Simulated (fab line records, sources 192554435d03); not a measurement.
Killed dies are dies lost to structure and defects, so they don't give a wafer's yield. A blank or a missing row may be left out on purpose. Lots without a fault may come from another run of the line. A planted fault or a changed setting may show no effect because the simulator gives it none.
Split-lot experiment | flow n5_finfet | 7 lots, 39 wafers read, on a route of 1938 steps

THE SPLIT
At N5_PASSIVATION_ETCH_54 (etches SiO2 in CHF3/O2, target depth 880 nm, time 440 s), the setting time_s was moved away from the recipe's 440 s on 12 of the 39 wafers read, by -30.0% to +54.8%. The other wafers ran this setting at the recipe's value.

The reading is taken at the split's own step.

THE READING
etch.depth_nm (the simulator's own value, which no gauge read), in nm, at N5_PASSIVATION_ETCH_54 (etches SiO2 in CHF3/O2, target depth 880 nm, time 440 s). The file gives no usual value for it. The 27 wafers here that ran the recipe average 879.8 nm, standard deviation 11 nm.

wafer  | tool, chamber at the split | time_s as run, s | against the recipe | etch.depth_nm, nm | against lot-mates on the recipe
L080.1 | rie_diel-04, 3             | 440              | recipe             | 890.3             | -
L080.2 | rie_diel-04, 0             | 440              | recipe             | 894               | -
L080.3 | rie_diel-04, 1             | 440              | recipe             | 854.9             | -
L080.4 | rie_diel-04, 2             | 440              | recipe             | 884.1             | -
L080.5 | rie_diel-04, 1             | 440              | recipe             | 858.5             | -
L080.6 | rie_diel-04, 0             | 440              | recipe             | 890.4             | -
L082.1 | rie_diel-01, 1             | 440              | recipe             | 892.6             | -
L082.2 | rie_diel-01, 2             | 440              | recipe             | 879.6             | -
L082.6 | rie_diel-01, 2             | 440              | recipe             | 879.6             | -
L082.3 | rie_diel-01, 3             | 310.8            | -29.4%             | 630.2             | -253.7
L082.4 | rie_diel-01, 3             | 310.8            | -29.4%             | 636               | -247.9
L082.5 | rie_diel-01, 1             | 310.8            | -29.4%             | 623.3             | -260.6
L081.1 | rie_diel-02, 2             | 440              | recipe             | 871.6             | -
L081.2 | rie_diel-02, 0             | 307.8            | -30.0%             | 615.6             | -267.4
L081.3 | rie_diel-02, 3             | 307.8            | -30.0%             | 624.7             | -258.3
L081.4 | rie_diel-02, 1             | 307.8            | -30.0%             | 618.4             | -264.6
L081.5 | rie_diel-02, 3             | 440              | recipe             | 897.4             | -
L081.6 | rie_diel-02, 0             | 440              | recipe             | 879.9             | -
L084.1 | rie_diel-04, 0             | 673.5            | +53.1%             | 1365              | +486.3
L084.2 | rie_diel-04, 1             | 673.5            | +53.1%             | 1321              | +442.3
L084.3 | rie_diel-04, 3             | 440              | recipe             | 881.2             | -
L084.5 | rie_diel-04, 3             | 440              | recipe             | 881.2             | -
L084.4 | rie_diel-04, 2             | 440              | recipe             | 873.7             | -
L084.6 | rie_diel-04, 2             | 673.5            | +53.1%             | 1348              | +469.3
L087.1 | rie_diel-04, 0             | 440              | recipe             | 882.5             | -
L087.2 | rie_diel-04, 3             | 440              | recipe             | 880.7             | -
L087.3 | rie_diel-04, 2             | 440              | recipe             | 876.5             | -
L087.4 | rie_diel-04, 1             | 440              | recipe             | 855.3             | -
L087.5 | rie_diel-04, 3             | 440              | recipe             | 875.8             | -
L087.6 | rie_diel-04, 0             | 440              | recipe             | 882.3             | -
L088.1 | rie_diel-01, 2             | 440              | recipe             | 878.2             | -
L088.5 | rie_diel-01, 3             | 440              | recipe             | 901.3             | -
L088.6 | rie_diel-01, 0             | 440              | recipe             | 881.2             | -
L090.1 | rie_diel-04, 3             | 440              | recipe             | 881.4             | -
L090.2 | rie_diel-04, 0             | 681              | +54.8%             | 1373              | +496.2
L090.3 | rie_diel-04, 1             | 440              | recipe             | 865.3             | -
L090.4 | rie_diel-04, 2             | 440              | recipe             | 883.8             | -
L090.5 | rie_diel-04, 3             | 681              | +54.8%             | 1356              | +479.2
L090.6 | rie_diel-04, 0             | 681              | +54.8%             | 1378              | +501.2

THE FIT
A straight line over all 39 wafers: etch.depth_nm changes by +8.78 nm for each +1% of time_s; r = +1.00; the points scatter about the line by 12 nm.
The same after taking each lot's own level away (the mean of its wafers on the recipe; 39 wafers): +8.84 nm for each +1%; r = +1.00; scatter 11 nm.
On that fit, the largest move of time_s shifts the reading by 4.8e+02 nm.
The lots' own levels span 875.52 to 886.90 nm, that is 1.0 times the standard deviation above.
So the lot-to-lot level changes the slope little: the two slopes agree.
Check: with one of the wafers moved furthest among these (+54.8%) left out of the fit, the line predicts +483 nm for it against its lot-mates. It came out at +496 nm against them.

OTHER SPLITS ON THESE WAFERS
These wafers also went through other splits before the reading. Each is held against what the fit with the lots' levels taken away leaves over:
other split on the same wafers      | wafers away from the commonest value | r with etch.depth_nm (lot level and that fit taken away)
N5_BEOL_M9_TRENCH_ETCH_37 time_s    | 15                                   | +0.14
N5_BEOL_M10_ILD_DEP_00 target_thk_a | 15                                   | +0.28

THE WHOLE CHAIN: every reading that the file lists as answering this split, in the file's order
step                   | what it does                                            | reading                                                                       | change (the file's fit)              | r (the file's)
N5_PASSIVATION_ETCH_54 | etches SiO2 in CHF3/O2, target depth 880 nm, time 440 s | PASSIVATION.feature_depth_nm (the simulator's own value, which no gauge read) | +8.84 nm for each +1% of the setting | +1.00
N5_PASSIVATION_ETCH_54 | etches SiO2 in CHF3/O2, target depth 880 nm, time 440 s | etch.depth_nm (the simulator's own value, which no gauge read)                | +8.84 nm for each +1% of the setting | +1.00

THE FILE'S OWN FIT
etch.depth_nm changes by +8.84 nm for each +1% of time_s, r = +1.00.
